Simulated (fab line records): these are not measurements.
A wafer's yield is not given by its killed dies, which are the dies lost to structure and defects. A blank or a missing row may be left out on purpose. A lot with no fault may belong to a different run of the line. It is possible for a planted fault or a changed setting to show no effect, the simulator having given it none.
Chamber matching    flow n5-finfet    cmp-03 running N5_ILD0_CMP_07: 4 sister chambers
The step polishes SiO2 flowable, stops on poly-Si, t overpolish 1.18 s, target thk 138.88 nm. 4 wafers are shown with their chamber, then 7 later ones without.

WAFERS PAIRED WITH THEIR CHAMBERS
wafer   chamber  motor-current-A (A)
L085.1  0        13.5
L086.6  2        13.8
L087.2  3        12.9
L087.5  1        10.2

WAFERS WITHOUT THEIR CHAMBER
wafer   motor-current-A (A)
L087.6  14.2
L089.1  14.8
L089.4  10.7
L089.6  14.4
L094.2  15.2
L094.3  10.3
L094.6  14.2

WHICH CHAMBER EACH ONE RAN IN
wafer   from the rows above           in truth
L087.6  can't be placed: 2 or 0 or 3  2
L089.1  can't be placed: 2 or 0 or 3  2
L089.4  1                             1
L089.6  can't be placed: 2 or 0 or 3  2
L094.2  can't be placed: 2 or 0 or 3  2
L094.3  1                             1
L094.6  can't be placed: 2 or 0 or 3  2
Correctly placed: 2 of 7. Can't be placed from these rows: 5 (the true chamber is among the candidates in 5). Wrongly placed: 0.
How it was worked out, from the rows above alone: a wafer's distance from a chamber is the root of the sum, over the readings, of the square of ((its reading less the chamber's mean) divided by the reading's scatter). The wafer belongs to the nearest chamber; if the next one is less than 2 further off, it can't be placed. The mean given for a chamber averages the wafers shown for that chamber. The scatter (one wafer shown for each chamber): square how far every hidden wafer sits from the nearest shown wafer, average those squares and take the square root.
